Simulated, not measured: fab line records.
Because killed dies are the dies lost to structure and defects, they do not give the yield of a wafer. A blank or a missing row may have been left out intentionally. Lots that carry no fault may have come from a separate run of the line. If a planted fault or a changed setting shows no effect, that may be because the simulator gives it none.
Comparing a struck lot with a sound one + flow n5Finfet + 17 out of 1938 route steps
Sound: these wafers, L437.1, L437.3, L437.5. Struck: wafer L452.1. (L452.2, L452.6 of the same lot were not struck and are left out.) The cause comes at the end.
Each step with rows lists, per side, the tool, then ch with its chambers, then its first start. Under that, the readings that differ: sound wafers + struck wafers + difference of the means + sigmas: that difference in standard deviations of wafers without a fault.
alike: readings with means less than 2 such deviations apart, plus words and numbers identical on both sides. not compared: withheld readings, readings lacking a value on some wafer, bounds such as >300 that could conceal the same value, and numbers that have no deviation in the record and whose values overlap.
The two part at a step that has a row with sigmas, a row that says differs or no value, or rows on one side only. Non-overlapping numbers with no deviation appear without sigmas and do not part them. A reading missing from all wafers of one side parts the sides only when that side holds two or more wafers.

first, 6 steps without rows for these wafers: N5_BEOL_M7_COAT_22 (resist thk 30 nm); N5_BEOL_M7_EBR_24; N5_BEOL_M7_SOFTBAKE_23 (time 60 s); N5_BEOL_M7_EXPOSE_25 (exposes mask V6, target cd 40 nm); N5_BEOL_M7_PEB_26 (peb time 60 s); N5_BEOL_M7_DEVELOP_27 (develop time 30 s).
N5_BEOL_M7_CD_MEAS_28: the cd target is 40 nm.
  sound on cdSem-02 ch 0, day 10 06:40; struck on cdSem-01 ch 0, day 13 19:36
  alike: cdNm
N5_BEOL_M7_OVL_MEAS_29:
  sound on overlay-01 ch 0, day 10 06:42; struck on overlay-02 ch 0, day 13 19:38
  alike: V6_OVL
N5_BEOL_M7_INSPECT_30: inspects for defects (brightfield).
  sound: defectInspect-02 at day 10 06:46; struck: defectInspect-01 at day 13 19:41
  alike: rawDefectCount
N5_BEOL_M7_DESCUM_33: chemistry O2, time 7 s.
  sound on rieDiel-01 ch 0,1,2, day 10 06:52; struck on rieDiel-04 ch 2, day 13 19:44
  alike: drypumpMotorCurrentA, oesProductAu, rfVppV, showerheadPlenumPTorr, throttleValvePct
  not compared: rfHoursCounterH
N5_BEOL_M7_ETCH_72: etches underlayer in N2/H2, target depth 6.5 nm, time 5.2 s.
  sound on rieDiel-01 ch 0,1,2, day 10 06:53; struck on rieDiel-04 ch 2, day 13 19:46
  alike: drypumpMotorCurrentA, etchRfOnTimeS, oesProductAu, rfVppV, showerheadPlenumPTorr, throttleValvePct
  not compared: rfHoursCounterH
N5_BEOL_M7_ETCH_65: etches SiARC in CF4, target depth 15.6 nm, time 26 s.
  sound on rieDiel-01 ch 0,1,2, day 10 06:55; struck on rieDiel-04 ch 2, day 13 19:47
| reading          | sound             | struck | difference | sigmas |
|------------------|-------------------|--------|------------|--------|
| mfcArSccm (sccm) | 100.1 100.1 99.8  | 99.3   | -0.7       | -2     |
| rfVppV (V)       | 184.6 182.2 184.8 | 186.3  | +2.4       | +2     |
  alike: cf4FlowSccm, drypumpMotorCurrentA, etchRfOnTimeS, oesProductAu, showerheadPlenumPTorr, throttleValvePct
  not compared: rfHoursCounterH
N5_BEOL_M7_ETCH_66: etches SOC in N2/H2, target depth 80 nm, overetch 16 nm, time 120 s.
  sound on rieDiel-01 ch 0,1,2, day 10 06:56; struck on rieDiel-04 ch 2, day 13 19:49
| reading                                   | sound             | struck | difference | sigmas |
|-------------------------------------------|-------------------|--------|------------|--------|
| drypumpMotorCurrentA (A)                  | 6.0 5.5 5.4       | 4.7    | -0.9       | -2     |
| rfVppV (V)                                | 520.9 522.8 527.8 | 529.5  | +5.7       | +2     |
| model.SiARC_of_BEOL_M7_COAT_64.thkNm (nm) | 6 6.6 6.2         | 3      | -3         |        |
| model.BEOL_M7.cdNm (nm)                   | 39.8 39.8 39.8    | 41.2   | +1.4       |        |
  alike: oesProductAu, showerheadPlenumPTorr, throttleValvePct
  not compared: rfHoursCounterH
then, 2 steps without rows for these wafers: N5_BEOL_M7_STRIP_69 (strips in N2/H2); N5_BEOL_M7_STRIP_73 (strips in N2/H2).
N5_BEOL_M7_VIA_ETCH_34: etches SiCOH lowk in C4F6/O2, target depth 125.5 nm, time 50.5 s.
  sound on rieDiel-01 ch 0,1,2, day 10 07:02; struck on rieDiel-04 ch 2, day 13 19:55
| reading                 | sound             | struck | difference | sigmas |
|-------------------------|-------------------|--------|------------|--------|
| mfcArSccm (sccm)        | 301.5 300.4 301.8 | 298.9  | -2.3       | -3     |
| model.BEOL_M7.cdNm (nm) | 39.8 39.6 39.8    | 41.2   | +1.5       |        |
  alike: drypumpMotorCurrentA, oesProductAu, rfVppV, showerheadPlenumPTorr, throttleValvePct
  not compared: rfHoursCounterH
then, 1 step without rows for these wafers: N5_BEOL_M7_STRIP_76 (strips in C4F6/O2).

== WHERE THEY PART ==
First at N5_BEOL_M7_ETCH_65; last, within this record, at N5_BEOL_M7_VIA_ETCH_34.

WHY: what had been put in by the simulator
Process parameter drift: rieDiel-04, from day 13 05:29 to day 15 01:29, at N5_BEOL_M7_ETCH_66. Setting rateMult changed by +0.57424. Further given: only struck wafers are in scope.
